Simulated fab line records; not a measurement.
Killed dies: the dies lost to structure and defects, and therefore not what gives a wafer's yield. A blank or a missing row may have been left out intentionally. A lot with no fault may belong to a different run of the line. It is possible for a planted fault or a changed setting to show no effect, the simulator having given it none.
Matching of chambers	flow nandHarc	4 sister chambers for NHARC_P_CONTACT_CMP_24 on cmp-03
The step polishes, t overpolish 30 s, target thk 200 nm. 8 wafers are shown with their chamber, then 12 later ones without.

WAFERS, EACH WITH ITS CHAMBER
wafer	chamber	motorCurrentA (A)	timeToEndpointS (s)
L082.2	2	11.6	36.6
L083.1	1	14.2	35.3
L083.2	2	11.9	37.3
L084.1	0	11.9	41.8
L084.6	0	11.7	40.4
L086.2	1	14.5	35.4
L086.4	3	13.9	38.1
L086.6	3	14.2	37.8

WAFERS WHOSE CHAMBER IS MISSING
wafer	motorCurrentA (A)	timeToEndpointS (s)
L091.2	11.8	42.1
L091.4	14.0	40.1
L091.5	12.8	39.8
L092.1	13.2	41.7
L092.3	11.9	46.3
L092.6	11.6	42.5
L093.1	14.7	39.4
L093.4	11.4	43.4
L093.6	12.6	40.0
L094.1	12.0	44.4
L094.2	13.7	38.4
L094.4	14.1	40.5

THE CHAMBER EACH PASSED THROUGH
wafer	from the rows above	in truth
L091.2	0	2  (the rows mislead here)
L091.4	3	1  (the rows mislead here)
L091.5	can't be placed: 0 or 3 or 2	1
L092.1	can't be placed: 0 or 3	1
L092.3	0	0
L092.6	0	0
L093.1	3	3
L093.4	0	0
L093.6	0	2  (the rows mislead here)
L094.1	0	0
L094.2	3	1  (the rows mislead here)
L094.4	3	3
Correct placement for 6 of the 12. From these rows, 2 cannot be placed; in 0 the true chamber is one of the candidates. Number placed wrongly: 4.
How it was worked out, from the rows above alone: a wafer's distance from a chamber is the root of the sum, over the readings, of the square of ((its reading less the chamber's mean) divided by the reading's scatter). The wafer belongs to the nearest chamber; if the next one is less than 2 further off, it can't be placed. The mean given for a chamber averages the wafers shown for that chamber. How the scatter is found: for the shown wafers, subtract from each reading the mean of its chamber, square and add these, divide the total by (wafers less chambers), then take the root.
